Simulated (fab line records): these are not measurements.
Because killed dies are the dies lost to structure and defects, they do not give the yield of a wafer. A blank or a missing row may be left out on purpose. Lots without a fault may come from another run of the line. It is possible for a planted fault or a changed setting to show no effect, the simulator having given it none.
fab line records -- flow nand_harc
[record] lots = 6, wafers = 15, last_day = 33
route steps=1302 shown P_M0@256 P_M1@285 END@1302
lots untouched by any fault: they come from a run of this same line in which no faults occurred
start_h: hours from the record's first day to the start of the lot's first wafer shown -- wait_h: time in hours since the lot's previous step -- " same as the row above -- L1.1+2: several wafers, shown together as one row -- - no value, or no start given -- * or withheld: withheld -- < > ~ a bound
route shown NAME@n: NAME is a module with steps in the file, n the number in the route of the first one -- usual: mean and standard deviation over wafers with no fault -- same: alike in all rows -- chamber/n: place in a boat -- sites: per-site readings -- _std_site: the values' standard deviation -- _edge_site: outer sites' mean less inner sites' -- radius_mm: for every site, how far away it sits from the centre of the wafer -- mask NAME#n: copy n -- behind: the most recent tool/chamber to have shaped the wafer -- hold: reason for holding the lot/hours on hold/outcome of the hold -- device: transistor that didn't switch, given as n, p or np -- end of line: the tests these same wafers got at the end of their route -- a step with no rows: only its recipe -- killed: at the first sort, the dies lost to defects and structure; wafer yield is something else -- map: dies across one wafer; x = killed, . = not, _ = none there
set.NAME: the setting as run; set.NAME@STEP: as run at that earlier step -- model.NAME: the simulator's own value behind a step, which no gauge read
lots at selected steps of the route; one table per step, one row per wafer
services: the hour from which a tool's chamber was out of use, counted from the record's first day as start_h (under 0 if before that day), plus the number of hours and why
[[steps]]
[step NHARC_P_M0_COAT_33]
[recipe] temp_c = 200, time_s = 65
[step NHARC_P_M0_COAT_03]
[recipe] spin_rpm = 1500, resist_thk_nm = 90
[step NHARC_P_M0_SOFTBAKE_04]
[recipe] temp_c = 105, time_s = 55
[step NHARC_P_M0_EBR_05]
[step NHARC_P_M0_EXPOSE_06]
[recipe] na = 1.35, target_cd_nm = 90, dose_mj = 81.28, mask_id = P_M0
[step NHARC_P_M0_PEB_07]
[recipe] peb_temp_c = 100, peb_time_s = 65
[step NHARC_P_M0_DEVELOP_08]
[recipe] develop_time_s = 35, dev_temp_c = 23
[step NHARC_P_M0_CD_MEAS_09]
[recipe] target_cd_nm = 90, landing_energy_ev = 500
[usual] cd_nm = 90.1/0.74
lot.wafer,tool,chamber,start_h,wait_h,cd_nm
L176.1,cd_sem-03,0,117.60,-,89.8
L176.4,cd_sem-03,0,117.60,-,90.6
L176.6,cd_sem-03,0,117.60,-,90.9
L180.2,cd_sem-01,0,158.63,-,90.1
L180.4,cd_sem-01,0,158.63,-,88.5
L180.6,cd_sem-01,0,158.63,-,88.6
L191.4,cd_sem-02,0,266.13,-,90.1
L190.5,cd_sem-03,0,267.13,-,89.4
L190.6,cd_sem-03,0,267.13,-,90.0
L192.2,cd_sem-03,0,282.84,-,90.4
L192.5,cd_sem-03,0,282.84,-,90.8
L192.6,cd_sem-03,0,282.84,-,90.4
L199.1,cd_sem-03,0,347.23,-,89.4
L199.2,cd_sem-03,0,347.23,-,89.6
L199.5,cd_sem-03,0,347.23,-,90.4
[step NHARC_P_M0_OVL_MEAS_10]
[recipe] pitch_nm = 180
[usual] overlay_x_nm = 0.1/0.92, overlay_y_nm = 0.2/0.79
lot.wafer,tool,chamber,start_h,wait_h,overlay_x_nm,overlay_y_nm
L176.1,overlay-01,-,117.68,-,-1.9,0.0
L176.4,overlay-01,-,117.68,-,-1.8,-0.3
L176.6,overlay-01,-,117.68,-,-1.3,0.3
L180.2,overlay-01,-,158.71,-,0.6,-0.3
L180.4,overlay-01,-,158.71,-,0.3,-0.2
L180.6,overlay-01,-,158.71,-,-0.1,-0.6
L191.4,overlay-01,-,266.21,-,-0.9,0.1
L190.5,overlay-01,-,267.21,-,1.3,1.2
L190.6,overlay-01,-,267.21,-,1.2,1.7
L192.2,overlay-01,-,282.93,-,-0.5,1.3
L192.5,overlay-01,-,282.93,-,0.0,1.5
L192.6,overlay-01,-,282.93,-,0.0,1.5
L199.1,overlay-01,-,347.32,-,-0.1,-0.4
L199.2,overlay-01,-,347.32,-,-0.2,-0.5
L199.5,overlay-01,-,347.32,-,-0.3,-0.4
[step NHARC_P_M0_INSPECT_11]
[usual] raw_defect_count = 4.2/2.8
lot.wafer,tool,chamber,start_h,wait_h,raw_defect_count
L176.1,defect_inspect-02,-,117.72,0.0,5
L176.4,defect_inspect-02,-,117.72,0.0,5
L176.6,defect_inspect-02,-,117.72,0.0,1
L180.2,defect_inspect-01,-,158.75,0.0,8
L180.4,defect_inspect-01,-,158.75,0.0,11
L180.6,defect_inspect-01,-,158.75,0.0,10
L191.4,defect_inspect-01,-,266.25,0.0,7
L190.5,defect_inspect-01,-,267.25,0.0,1
L190.6,defect_inspect-01,-,267.25,0.0,2
L192.2,defect_inspect-02,-,282.97,0.0,3
L192.5,defect_inspect-02,-,282.97,0.0,3
L192.6,defect_inspect-02,-,282.97,0.0,3
L199.1,defect_inspect-01,-,347.36,0.0,4
L199.2,defect_inspect-01,-,347.36,0.0,9
L199.5,defect_inspect-01,-,347.36,0.0,7
[step NHARC_P_M0_DESCUM_14]
[recipe] time_s = 3, o2_flow_sccm = 200, ar_flow_sccm = 0, bias_power_w = 0, chemistry = O2
[usual] drypump_motor_current_A = 5.6/0.47, mfc_ar_sccm = 0.006/0.0099, o2_flow_sccm = 200.1/0.56, oes_product_au = 1.000/0.012, rf_vpp_V = 58.0/0.87, showerhead_plenum_p_Torr = 1.97/0.057, throttle_valve_pct = 11.311/0.0099
[same] bias_power_w = 0
lot.wafer,tool,chamber,start_h,wait_h,drypump_motor_current_A,mfc_ar_sccm,o2_flow_sccm,oes_product_au,rf_hours_counter_h,rf_vpp_V,showerhead_plenum_p_Torr,throttle_valve_pct
L176.4,rie_diel-01,1,117.79,0.1,5.1,0,199.9,1.005,17,56.6,2.02,11.313
L176.1,rie_diel-01,2,117.79,0.1,6.4,0.023,199.5,1.008,16,57.8,2.04,11.307
L176.6,rie_diel-01,1,117.79,0.1,5.1,0,200.5,1.018,-,59.0,2.02,11.311
L180.2,rie_diel-05,1,158.83,0.1,6.3,0.023,200.5,0.990,38,58.4,2.06,11.312
L180.4,rie_diel-05,3,158.83,0.1,5.5,0.015,198.9,0.997,35,58.7,1.92,11.310
L180.6,rie_diel-05,2,158.83,0.1,5.7,0.027,199.5,1.014,-,58.7,1.76,11.322
L191.4,rie_diel-01,1,266.31,0.1,5.1,0,200.3,0.983,5,58.8,2.02,11.292
L190.5,rie_diel-01,3,267.34,0.1,5.5,0,200.2,1.015,-,58.3,1.94,11.313
L190.6,rie_diel-01,0,267.34,0.1,5.4,0,200.1,1.000,-,59.0,1.96,11.311
L192.2,rie_diel-12,2,283.05,0.1,5.4,0,200.3,1.012,1,56.9,1.98,11.325
L192.6,rie_diel-12,3,283.05,0.1,5.1,0,200.6,0.981,-,60.0,1.96,11.308
L192.5,rie_diel-12,0,283.05,0.1,6.0,0,201.5,0.988,-,57.6,1.94,11.312
L199.2,rie_diel-01,1,347.42,0.1,5.1,0,200.1,0.991,22,57.9,2.01,11.299
L199.1,rie_diel-01,3,347.42,0.1,5.5,0,198.9,1.008,25,58.7,1.93,11.321
L199.5,rie_diel-01,2,347.42,0.1,6.4,0.023,200.2,0.998,-,59.3,2.03,11.311
[step NHARC_P_M0_ETCH_34]
[recipe] target_depth_a = 400, overetch_a = 120, time_s = 43.94, ion_energy_ev = 200, n2_flow_sccm = 150, h2_flow_sccm = 150, ar_flow_sccm = 0, rf_w = 400, bias_w = 150, chemistry = N2/H2
[step NHARC_P_M0_ETCH_15]
[recipe] target_depth_a = 1500, overetch_a = 150, time_s = 82.5, c4f8_flow_sccm = withheld, ar_flow_sccm = 400, rf_w = 600, bias_w = 300, chemistry = C4F8/Ar
[usual] oes_product_au = 0.956/0.022, rf_vpp_V = 442.7/1.8
lot.wafer,tool,chamber,start_h,wait_h,oes_product_au,rf_hours_counter_h,rf_vpp_V
L176.4,rie_diel-01,0,117.96,-,0.929,13,441.9
L176.1,rie_diel-01,1,117.96,-,0.987,17,443.1
L176.6,rie_diel-01,3,117.96,-,0.986,-,443.2
L180.2,rie_diel-05,0,159.07,-,0.950,33,441.8
L180.4,rie_diel-05,2,159.07,-,0.927,40,436.1
L180.6,rie_diel-05,3,159.07,-,0.929,-,439.8
L191.4,rie_diel-01,2,266.48,-,0.924,5,445.8
L190.6,rie_diel-01,1,267.51,-,0.953,-,444.1
L190.5,rie_diel-01,2,267.51,-,0.963,-,444.5
L192.2,rie_diel-12,1,283.20,-,0.988,1,440.9
L192.6,rie_diel-12,1,283.20,-,0.988,-,441.4
L192.5,rie_diel-12,2,283.20,-,0.990,-,443.6
L199.1,rie_diel-01,0,347.61,-,0.963,22,441.4
L199.2,rie_diel-01,1,347.61,-,0.955,22,443.1
L199.5,rie_diel-01,2,347.61,-,0.948,-,444.8
[step NHARC_P_M0_CD_MEAS_16]
[usual] cd_nm = 90.4/1
lot.wafer,tool,chamber,start_h,wait_h,cd_nm
L176.1,cd_sem-02,-,118.08,-,90.7
L176.4,cd_sem-02,-,118.08,-,91.3
L176.6,cd_sem-02,-,118.08,-,91.6
L180.2,cd_sem-01,-,159.19,-,90.8
L180.4,cd_sem-01,-,159.19,-,87.2
L180.6,cd_sem-01,-,159.19,-,90.5
L191.4,cd_sem-02,-,266.61,-,90.6
L190.5,cd_sem-03,-,267.62,-,89.7
L190.6,cd_sem-03,-,267.62,-,88.7
L192.2,cd_sem-03,-,283.33,-,91.0
L192.5,cd_sem-03,-,283.33,-,91.7
L192.6,cd_sem-03,-,283.33,-,91.1
L199.1,cd_sem-02,-,347.72,-,88.9
L199.2,cd_sem-02,-,347.72,-,91.6
L199.5,cd_sem-02,-,347.72,-,89.3
[step NHARC_P_M0_STRIP_18]
[recipe] power_w = 1000, n2_flow_sccm = 150, h2_flow_sccm = 150, ar_flow_sccm = 0, bias_w = 0, chemistry = N2/H2
[step NHARC_P_M0_STRIP_19]
[recipe] time_s = 600, temp_c = 30, chemistry = post_etch_residue_remover
[step NHARC_P_M0_DEGAS_28]
[recipe] temp_c = 250, time_s = 60
[step NHARC_P_M0_PRE_CLEAN_29]
[recipe] time_s = 30, temp_c = 280, gas = H2/He
[usual] heater_power_w = 407/42
lot.wafer,tool,chamber,start_h,wait_h,heater_power_w
L176.4,pvd_sputter-01,-,-,-,457
L176.1,pvd_sputter-01,-,-,-,364
L176.6,pvd_sputter-01,-,-,-,452
L180.4,pvd_sputter-01,-,-,-,450
L180.2,pvd_sputter-01,-,-,-,463
L180.6,pvd_sputter-01,-,-,-,367
L191.4,pvd_sputter-01,-,-,-,458
L190.5,pvd_sputter-01,-,-,-,460
L190.6,pvd_sputter-01,-,-,-,375
L192.2,pvd_sputter-03,-,-,-,419
L192.5,pvd_sputter-03,-,-,-,436
L192.6,pvd_sputter-03,-,-,-,338
L199.1,pvd_sputter-01,-,-,-,377
L199.2,pvd_sputter-01,-,-,-,472
L199.5,pvd_sputter-01,-,-,-,378
[step NHARC_P_M0_PVD_20]
[recipe] target_thk_a = 50, bias_v = 168.6, power_w = 15000, chamber_pressure_pa = 0.12, time_s = 8.06, substrate_temp_c = 50, material = TaN
[usual] throttle_valve_pct = 29.7/0.83
lot.wafer,tool,chamber,start_h,wait_h,throttle_valve_pct
L176.1,pvd_sputter-01,-,-,-,29.3
L176.4,pvd_sputter-01,-,-,-,28.2
L176.6,pvd_sputter-01,-,-,-,29.4
L180.2,pvd_sputter-01,-,-,-,28.2
L180.4,pvd_sputter-01,-,-,-,28.8
L180.6,pvd_sputter-01,-,-,-,28.3
L191.4,pvd_sputter-01,-,-,-,29.1
L190.6,pvd_sputter-01,-,-,-,28.4
L190.5,pvd_sputter-01,-,-,-,28.9
L192.2,pvd_sputter-03,-,-,-,30.2
L192.6,pvd_sputter-03,-,-,-,30.8
L192.5,pvd_sputter-03,-,-,-,30.7
L199.2,pvd_sputter-01,-,-,-,28.2
L199.1,pvd_sputter-01,-,-,-,28.9
L199.5,pvd_sputter-01,-,-,-,28.9
[step NHARC_P_M0_PVD_21]
[recipe] target_thk_a = 300, chamber_pressure_pa = 5, power_w = 5000, substrate_temp_c = 30, time_s = 20.49, material = Cu
[usual] throttle_valve_pct = 29.6/0.78
lot.wafer,tool,chamber,start_h,wait_h,throttle_valve_pct
L176.4,pvd_sputter-01,-,-,-,29.0
L176.1,pvd_sputter-01,-,-,-,29.4
L176.6,pvd_sputter-01,-,-,-,29.3
L180.2,pvd_sputter-01,-,-,-,28.5
L180.4,pvd_sputter-01,-,-,-,29.4
L180.6,pvd_sputter-01,-,-,-,29.2
L191.4,pvd_sputter-01,-,-,-,29.0
L190.6,pvd_sputter-01,-,-,-,28.8
L190.5,pvd_sputter-01,-,-,-,29.8
L192.2,pvd_sputter-03,-,-,-,30.5
L192.6,pvd_sputter-03,-,-,-,30.3
L192.5,pvd_sputter-03,-,-,-,30.9
L199.2,pvd_sputter-01,-,-,-,29.2
L199.1,pvd_sputter-01,-,-,-,29.2
L199.5,pvd_sputter-01,-,-,-,28.8
[step NHARC_P_M0_ECD_22]
[recipe] target_thk_a = 4000, bath_temp_c = 25, material = Cu
[step NHARC_P_M0_ANNEAL_30]
[recipe] temp_c = 225, time_s = 90
[step NHARC_P_M0_CMP_23]
[recipe] t_overpolish_s = 20, target_thk_nm = 117.54
[step NHARC_P_M0_THK_MEAS_24]
[recipe] thk_meas_gauge = xrf
[usual] thk_nm = 118.0/1.8
lot.wafer,tool,chamber,start_h,wait_h,thk_nm
L176.1,film_metro-02,-,120.13,-,116.0
L176.4,film_metro-02,-,120.13,-,119.6
L176.6,film_metro-02,-,120.13,-,117.4
L180.2,film_metro-01,-,161.25,-,118.9
L180.4,film_metro-01,-,161.25,-,115.9
L180.6,film_metro-01,-,161.25,-,119.7
L191.4,film_metro-02,-,268.62,-,121.7
L190.5,film_metro-01,-,269.66,-,117.9
L190.6,film_metro-01,-,269.66,-,116.1
L192.2,film_metro-01,-,285.35,-,119.0
L192.5,film_metro-01,-,285.35,-,121.9
L192.6,film_metro-01,-,285.35,-,116.6
L199.1,film_metro-02,-,349.73,-,115.0
L199.2,film_metro-02,-,349.73,-,118.2
L199.5,film_metro-02,-,349.73,-,117.6
[step NHARC_P_M0_SRD_25]
[step NHARC_P_M0_PRE_CLEAN_31]
[recipe] time_s = 12, temp_c = 370, rf_power_w = 300, gas = NH3
[usual] heater_power_w = 682/69
lot.wafer,tool,chamber,start_h,wait_h,heater_power_w
L176.1,pecvd-04,0,120.38,0.1,583
L176.6,pecvd-04,2,120.38,0.1,810
L176.4,pecvd-04,0,120.38,0.1,593
L180.2,pecvd-01,2,161.49,0.1,783
L180.4,pecvd-01,1,161.49,0.1,694
L180.6,pecvd-01,2,161.49,0.1,797
L191.4,pecvd-04,2,268.89,0.1,788
L190.6,pecvd-02,0,269.94,0.1,630
L190.5,pecvd-02,1,269.94,0.1,683
L192.2,pecvd-02,0,285.61,0.1,687
L192.5,pecvd-02,1,285.61,0.1,674
L192.6,pecvd-02,2,285.61,0.1,758
L199.1,pecvd-01,2,349.97,0.1,765
L199.2,pecvd-01,0,349.97,0.1,605
L199.5,pecvd-01,0,349.97,0.1,597
[step NHARC_P_M0_DEP_32]
[recipe] target_thk_a = 300, temp_c = 370, target_thk_nm = 30, pressure_torr = 3, flow_sccm = 200, rf_w = 450, material = SiCN
[step NHARC_P_M1_DEP_00]
[recipe] target_thk_a = 1825, target_thk_nm = 182.5, temp_c = withheld, pressure_torr = 5, flow_sccm = 200, rf_w = 600, material = SiOC
[step NHARC_P_M1_DEHYDRATE_01]
[recipe] temp_c = 150, time_s = 120
[step NHARC_P_M1_HMDS_02]
[recipe] time_s = 30
[step NHARC_P_M1_COAT_34]
[recipe] temp_c = 200, time_s = 65
[step NHARC_P_M1_COAT_03]
[recipe] spin_rpm = 1500, resist_thk_nm = 90
[step NHARC_P_M1_SOFTBAKE_04]
[recipe] temp_c = 105, time_s = 55
[step NHARC_P_M1_EBR_05]
[step NHARC_P_M1_EXPOSE_06]
[recipe] na = 1.35, target_cd_nm = 130, dose_mj = 81.88, mask_id = P_M1
[step NHARC_P_M1_PEB_07]
[recipe] peb_temp_c = 100, peb_time_s = 65
[step NHARC_P_M1_DEVELOP_08]
[recipe] develop_time_s = 35, dev_temp_c = 23
[step NHARC_P_M1_CD_MEAS_09]
[recipe] target_cd_nm = 130, landing_energy_ev = 500
[usual] cd_nm = 130.2/0.51
lot.wafer,tool,chamber,start_h,wait_h,cd_nm
L176.1,cd_sem-02,0,121.59,-,129.0
L176.4,cd_sem-02,0,121.59,-,129.8
L176.6,cd_sem-02,0,121.59,-,129.7
L180.2,cd_sem-02,0,162.68,-,130.1
L180.4,cd_sem-02,0,162.68,-,130.3
L180.6,cd_sem-02,0,162.68,-,130.6
L191.4,cd_sem-03,0,270.06,-,129.6
L190.5,cd_sem-01,0,271.37,-,130.4
L190.6,cd_sem-01,0,271.37,-,129.8
L192.2,cd_sem-02,0,286.78,-,130.6
L192.5,cd_sem-02,0,286.78,-,129.9
L192.6,cd_sem-02,0,286.78,-,130.1
L199.1,cd_sem-01,0,351.16,-,130.0
L199.2,cd_sem-01,0,351.16,-,130.5
L199.5,cd_sem-01,0,351.16,-,130.6
[step NHARC_P_M1_OVL_MEAS_10]
[recipe] pitch_nm = 260
[usual] overlay_x_nm = -0.2/0.78, overlay_y_nm = 0.0/0.85
lot.wafer,tool,chamber,start_h,wait_h,overlay_x_nm,overlay_y_nm
L176.1,overlay-01,-,121.68,-,-0.7,0.5
L176.4,overlay-01,-,121.68,-,-0.5,0.0
L176.6,overlay-01,-,121.68,-,-0.6,0.1
L180.2,overlay-01,-,162.77,-,0.3,0.3
L180.4,overlay-01,-,162.77,-,0.2,0.0
L180.6,overlay-01,-,162.77,-,0.2,0.5
L191.4,overlay-02,-,270.14,-,1.2,1.7
L190.5,overlay-02,-,271.45,-,0.6,0.4
L190.6,overlay-02,-,271.45,-,0.4,0.4
L192.2,overlay-02,-,286.86,-,-0.9,-1.5
L192.5,overlay-02,-,286.86,-,-1.0,-1.2
L192.6,overlay-02,-,286.86,-,-1.0,-1.4
L199.1,overlay-01,-,351.25,-,-0.2,-0.4
L199.2,overlay-01,-,351.25,-,-0.3,-0.7
L199.5,overlay-01,-,351.25,-,-0.3,-0.3
[step NHARC_P_M1_DESCUM_14]
[recipe] time_s = 3, o2_flow_sccm = 200, ar_flow_sccm = 0, bias_power_w = 0, chemistry = O2
[usual] drypump_motor_current_A = 5.5/0.49, mfc_ar_sccm = 0.013/0.019, o2_flow_sccm = 200.0/0.61, oes_product_au = 0.994/0.015, rf_vpp_V = 57.7/0.88, showerhead_plenum_p_Torr = 1.90/0.061, throttle_valve_pct = 11.311/0.0088
[same] bias_power_w = 0
lot.wafer,tool,chamber,start_h,wait_h,hold,drypump_motor_current_A,mfc_ar_sccm,o2_flow_sccm,oes_product_au,rf_hours_counter_h,rf_vpp_V,showerhead_plenum_p_Torr,throttle_valve_pct
L176.1,rie_diel-13,3,121.79,0.1,-,5.4,0,200.6,0.991,11,57.8,1.99,11.317
L176.4,rie_diel-13,0,121.79,0.1,-,5.5,0,200.0,0.980,11,56.7,1.88,11.315
L176.6,rie_diel-13,1,121.79,0.1,-,6.5,0.007,200.0,1.016,-,56.1,1.89,11.322
L180.4,rie_diel-10,1,162.87,0.1,-,5.3,0,199.9,1.021,4,58.0,1.85,11.321
L180.2,rie_diel-10,2,162.87,0.1,-,5.0,0,199.7,1.010,4,58.6,1.89,11.304
L180.6,rie_diel-10,1,162.87,0.1,-,5.3,0,199.4,1.021,-,58.4,1.85,11.323
L191.4,rie_diel-13,0,272.28,1.9,await_dispo/1.5h/release,5.4,0,200.5,0.990,7,57.0,1.88,11.313
L190.5,rie_diel-13,1,274.79,3.1,await_dispo/3.0h/release,6.6,0.007,199.1,1.012,-,58.1,1.89,11.303
L190.6,rie_diel-13,2,274.79,3.1,await_dispo/3.0h/release,6.3,0,199.9,0.986,-,57.2,1.88,11.310
L192.2,rie_diel-13,2,286.96,0.1,-,6.3,0,200.7,0.988,8,59.1,1.88,11.309
L192.5,rie_diel-13,2,286.96,0.1,-,6.3,0,199.8,0.992,-,56.6,1.88,11.315
L192.6,rie_diel-13,3,286.96,0.1,-,5.3,0,199.8,0.991,-,57.2,1.99,11.302
L199.1,rie_diel-13,1,351.36,0.1,-,6.5,0.007,200.0,0.994,0,56.7,1.89,11.298
L199.2,rie_diel-13,2,351.36,0.1,-,6.3,0,200.2,0.995,0,56.7,1.88,11.300
L199.5,rie_diel-13,0,351.36,0.1,-,5.4,0,199.2,0.976,-,58.0,1.87,11.310
[step NHARC_END_SORT_01]
[recipe] temp_c = 25
[usual] defect_limited_yield = 91.3/3, killed_at_array = 54/20, killed_at_other = 0.7/0.94, killed_at_periphery = 3.8/2.7, killed_dies = 59/20, killed_open = 3.5/1.9, killed_short = 2.5/1.6
[same] gross_dies = 677
lot.wafer,tool,chamber,start_h,wait_h,defect_limited_yield[%],killed_at_array,killed_at_other,killed_at_periphery,killed_dies,killed_open,killed_short
L176.1,prober-01,0,566.58,2.5,92.2,49,1,3,53,6,1
L176.4,prober-01,0,568.95,3.4,90.8,56,1,5,62,2,3
L176.6,prober-01,0,570.54,4.0,92.5,48,1,2,51,0,2
L180.2,prober-01,0,595.51,2.8,90.7,58,0,5,63,6,1
L180.4,prober-01,0,597.11,3.4,93.6,35,0,8,43,3,2
L180.6,prober-01,0,598.70,4.0,88.8,70,0,6,76,3,3
L191.4,prober-02,0,707.11,3.4,83.6,47,0,64,111,2,5
L190.5,prober-01,0,707.78,3.6,86.4,23,0,69,92,1,2
L190.6,prober-01,0,708.57,3.9,94.1,40,0,0,40,1,1
L192.2,prober-01,0,732.27,2.8,91.6,50,0,7,57,4,3
L192.5,prober-01,0,734.65,3.7,93.6,38,1,4,43,3,2
L192.6,prober-01,0,735.45,4.0,92.2,47,0,6,53,2,4
// killed by level:class
L176.1 A_SLIT:chamber_film_flake=23 A_CHANNEL_HOLE_D2:chamber_film_flake=16 A_WL_FILL:chamber_film_flake=3 A_M1:geometric_particle:open=2 P_M0:geometric_particle:open=1 P_M0:geometric_particle:short=1 A_CHANNEL_FILL_D2:geometric_particle:open=1 A_SLIT:geometric_particle:open=1
L176.4 A_CHANNEL_HOLE_D2:chamber_film_flake=32 A_SLIT:chamber_film_flake=15 A_WL_FILL:chamber_film_flake=4 A_CHANNEL_FILL_D2:geometric_particle:short=2 P_M2:chamber_film_flake=2 P_CONTACT:geometric_particle:short=1 P_M0:geometric_particle:open=1 A_BLC:geometric_particle:open=1
L176.6 A_SLIT:chamber_film_flake=21 A_CHANNEL_HOLE_D2:chamber_film_flake=21 P_M2:chamber_film_flake=2 A_ONON_D1:geometric_particle:short=1 A_CHANNEL_FILL_D2:geometric_particle:short=1 A_ZERO_WELL:chamber_film_flake=1 A_CHANNEL_FILL_D2:chamber_film_flake=1 A_WL_FILL:chamber_film_flake=1
L180.2 A_CHANNEL_HOLE_D1:chamber_film_flake=22 A_CHANNEL_HOLE_D2:chamber_film_flake=19 A_SLIT:chamber_film_flake=3 A_CONTACT:chamber_film_flake=3 A_CHANNEL_FILL_D2:geometric_particle:open=2 P_CONTACT:chamber_film_flake=2 A_STAIRCASE:chamber_film_flake=2 A_CHANNEL_FILL_D1:chamber_film_flake=2
L180.4 A_CHANNEL_HOLE_D1:chamber_film_flake=13 A_CHANNEL_HOLE_D2:chamber_film_flake=13 P_CONTACT:chamber_film_flake=4 P_CONTACT:geometric_particle:open=2 A_CHANNEL_FILL_D1:chamber_film_flake=2 A_M0:chamber_film_flake=2 A_SOURCE_PLATE:geometric_particle:short=1 A_STAIRCASE:geometric_particle:short=1
L180.6 A_CHANNEL_HOLE_D2:chamber_film_flake=38 A_CHANNEL_HOLE_D1:chamber_film_flake=21 P_CONTACT:chamber_film_flake=3 A_ONON_D2:geometric_particle:short=2 A_CHANNEL_FILL_D1:chamber_film_flake=2 A_STAIRCASE:chamber_film_flake=2 P_CONTACT:geometric_particle:open=1 A_ONON_D1:geometric_particle:open=1
L191.4 P_M0:unspecified=60 A_CHANNEL_HOLE_D2:chamber_film_flake=17 A_CONTACT:chamber_film_flake=7 A_CHANNEL_HOLE_D1:chamber_film_flake=6 A_STAIRCASE:chamber_film_flake=5 A_SLIT:chamber_film_flake=4 P_GATE:chamber_film_flake=3 A_CHANNEL_FILL_D1:geometric_particle:short=2
L190.5 P_M0:unspecified=65 A_CHANNEL_HOLE_D1:chamber_film_flake=15 A_CONTACT:chamber_film_flake=2 P_M0:geometric_particle:open=1 P_M0:geometric_particle:short=1 A_WL_FILL:geometric_particle:short=1 P_ZERO_WELL:chamber_film_flake=1 P_BONDPAD:chamber_film_flake=1
L190.6 A_CHANNEL_HOLE_D1:chamber_film_flake=31 A_SLIT:chamber_film_flake=2 A_M0:chamber_film_flake=2 A_CHANNEL_FILL_D1:geometric_particle:short=1 A_SLIT:geometric_particle:open=1 A_CHANNEL_FILL_D2:chamber_film_flake=1 A_WL_FILL:chamber_film_flake=1 A_CONTACT:chamber_film_flake=1
L192.2 A_CHANNEL_HOLE_D2:chamber_film_flake=28 A_CHANNEL_HOLE_D1:chamber_film_flake=13 A_SLIT:chamber_film_flake=3 P_CONTACT:chamber_film_flake=3 P_M2:geometric_particle:short=2 P_CONTACT:geometric_particle:open=1 A_ONON_D2:geometric_particle:open=1 A_CHANNEL_FILL_D2:geometric_particle:open=1
L192.5 A_CHANNEL_HOLE_D2:chamber_film_flake=21 A_CHANNEL_HOLE_D1:chamber_film_flake=8 P_M2:chamber_film_flake=3 A_WL_FILL:geometric_particle:open=2 A_DECK1_JOINT:chamber_film_flake=2 A_CHANNEL_FILL_D1:geometric_particle:open=1 A_M0:geometric_particle:short=1 STARTING-WAFER:geometric_particle:short=1
L192.6 A_CHANNEL_HOLE_D2:chamber_film_flake=20 A_CHANNEL_HOLE_D1:chamber_film_flake=9 A_SGD_CUT:chamber_film_flake=4 P_M2:chamber_film_flake=3 A_SLIT:chamber_film_flake=3 A_ZERO_WELL:chamber_film_flake=2 P_CONTACT:geometric_particle:short=1 A_CHANNEL_HOLE_D1:geometric_particle:short=1
// map L190.5 (x killed, . not)
____________.____________
_________......._________
_______...x.x....._______
______....xx.xx....______
_____....xxx........_____
____..x.xxxxxx.......____
____...xxxxxxx.......____
___..x..xxxxx.........___
___....xxxxxxxx.......___
__.....xxxxxxx.........__
__.....xxxxxx..........__
_....x.xxxxxxx.....x...._
_.......xx.xx..........._
_........xxx.x.........._
_...x.....x............._
_......................._
......................x..
..x......................
.......x.................
......................x..
.........................
_x......................_
_x......................_
_......................._
_......................._
_......................._
__...........x.........__
__.....................__
___..............x....___
___...................___
____.................____
____............xxx..____
_____...........xxxx_____
______........x.xxx______
_______........xxx_______
_________......x_________
____________.____________
// map L191.4 (x killed, . not)
____________.____________
_________......._________
_______..........._______
______...x..xx.....______
_____....x.xxx.x...._____
____..x.xxxxxxx......____
____....xxxxx.x.x....____
___..x..xxxxxxxxx.x...___
___....xxxxxxxxxxxx...___
__x..xxxxxxxxx.xx.x....__
__.....xxxxxxxx.xx.....__
_....x..xxxxxxx.x......._
_....x...xxxxx.........._
_.........xxx..........._
_.......x..x....x.....xx_
_......................._
..........x..............
........x.xx.........xx..
....x....................
..........xxx...........x
..........x.............x
_....................x.x_
_.......x.x............._
_......................._
_.........x............._
_......................._
__.....................__
__.....................__
___...................___
___...................___
____.................____
____.................____
_____..............._____
______...........x.______
_______..........._______
_________......._________
____________.____________
[[services]]
tool,chamber,start_h,hours,kind
rie_diel-12,2,96.69,16.6,repair
rie_diel-01,0,103.87,10.5,repair
rie_diel-05,3,123.73,1.9,repair
rie_diel-13,2,129.30,2.2,repair
pecvd-01,-,130.15,13.0,pm
rie_diel-05,2,134.43,2.4,repair
rie_diel-12,2,143.59,8.9,repair
rie_diel-12,1,158.92,22.4,repair
rie_diel-13,-,165.23,9.0,pm
pvd_sputter-03,-,170.00,10.0,pm
rie_diel-12,1,184.15,13.8,repair
rie_diel-13,1,187.75,21.0,repair
rie_diel-13,2,197.62,2.8,repair
rie_diel-01,-,204.99,9.0,pm
pvd_sputter-01,-,226.56,10.0,pm
rie_diel-05,-,229.64,9.0,pm
rie_diel-12,-,269.24,9.0,pm
pecvd-01,2,292.68,9.8,repair
rie_diel-13,2,310.75,4.6,repair
pecvd-01,-,311.31,13.0,pm
rie_diel-01,0,336.70,5.6,repair
rie_diel-13,-,342.23,9.0,pm
rie_diel-01,-,345.89,1.2,repair
pvd_sputter-03,-,348.00,10.0,pm
[[key]]
[first_sign] step = NHARC_END_SORT_01, reading = killed_at_periphery, direction = up, sigmas = 24, usual = 3.8, struck = 66.5
[more_kills_born_at] NHARC_P_M0_ETCH_15@rie_diel-01 = 125
met_at NHARC_P_M0_ETCH_15
struck_wafers L190.5,L191.4
[fault] kind = chamber_particle_source, tool = rie_diel-01, chamber = 2, onset_h = 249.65, steps = NHARC_P_M0_ETCH_15, rate_per_visit_cm2 = 0.3805, end_h = 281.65
